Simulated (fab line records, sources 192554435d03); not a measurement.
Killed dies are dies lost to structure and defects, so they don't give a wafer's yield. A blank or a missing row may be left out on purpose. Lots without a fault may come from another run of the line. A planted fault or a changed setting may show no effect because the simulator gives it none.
One fault seen from 3 desks | flow n5_finfet | each desk has only its own numbers; what lay behind them comes last

THE METROLOGY DESK
What the gauges read, lot by lot, whatever tool the lot ran on: means of the sampled wafers that have a number. A lot is out of limits, marked OUT, if its mean lies more than 4 standard deviations from the usual mean; the brackets give that distance.
Columns: A = thk_nm at N5_SD_EPI_N_EPI_MEAS_23, usual 58.9 nm
lot  | first seen here | A
L233 | day 3 05:41     | 58.3
L239 | day 4 14:53     | 59.7
L240 | day 4 22:26     | 58.4
L250 | day 8 00:02     | 58.1
L256 | day 9 01:32     | 59.5
L255 | day 9 03:46     | 59.3
This desk's finding: nothing out of limits on any of the 6 lots.

THE DEFECT DESK
What the inspections along the route counted, lot by lot: means of the sampled wafers that have a number. A lot is out of limits, marked OUT, if its mean lies more than 4 standard deviations from the usual mean; the brackets give that distance.
Columns: A = raw_defect_count at N5_SD_EPI_N_INSPECT_26, usual 198
lot  | first seen here | A
L233 | day 3 06:15     | 246
L239 | day 4 15:29     | 217
L240 | day 4 23:19     | 168
L250 | day 8 00:36     | 186
L256 | day 9 02:05     | 230
L255 | day 9 04:37     | 222
This desk's finding: nothing out of limits on any of the 6 lots.

THE TOOL OWNER'S DESK: litho_track-05
The tool's own readings at N5_SD_EPI_P_COAT_34 (time 60 s, resist thk 350 nm): means of the sampled wafers that have a number, for each lot that ran on this tool. A lot is out of limits, marked OUT, if its mean lies more than 4 standard deviations from the usual mean; the brackets give that distance.
Columns: A = dispense_pressure_kPa at N5_SD_EPI_P_COAT_34, usual 51 kPa; B = plate_temp_C at N5_SD_EPI_P_COAT_34, usual 250.00 C; C = spin_speed_rpm at N5_SD_EPI_P_COAT_34, usual 1500.0 rpm
lot  | first seen here | A  | B      | C
L233 | day 3 06:17     | 47 | 249.86 | 1499.1
L239 | day 4 15:31     | 47 | 249.93 | 1412.1 (-92) OUT
L240 | day 4 23:20     | 47 | 250.22 | 1412.9 (-92) OUT
L255 | day 9 04:40     | 47 | 249.75 | 1500.1
This desk's finding: out of limits on L239, L240; first on L239, day 4 15:31 (spin_speed_rpm at N5_SD_EPI_P_COAT_34). In limits: L233, L255.

PUT TOGETHER
The tool owner's desk could have raised an alarm at day 4 15:31, on L239, L240.
The metrology desk saw nothing out of limits.
The defect desk saw nothing out of limits.
The metrology desk has L239, L240 on record, within its limits.
The defect desk has L239, L240 on record, within its limits.
Of the lots named, all ran N5_SD_EPI_P_COAT_34 on litho_track-05.

WHAT THE SIMULATOR HAD PUT IN
Process parameter drift: litho_track-05, from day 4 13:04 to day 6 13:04, at N5_SD_EPI_P_COAT_34. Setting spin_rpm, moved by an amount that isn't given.
Lots struck among those shown: L239, L240.
Hours from the fault's start to each desk's first reading out of limits: the tool owner's desk, 2.
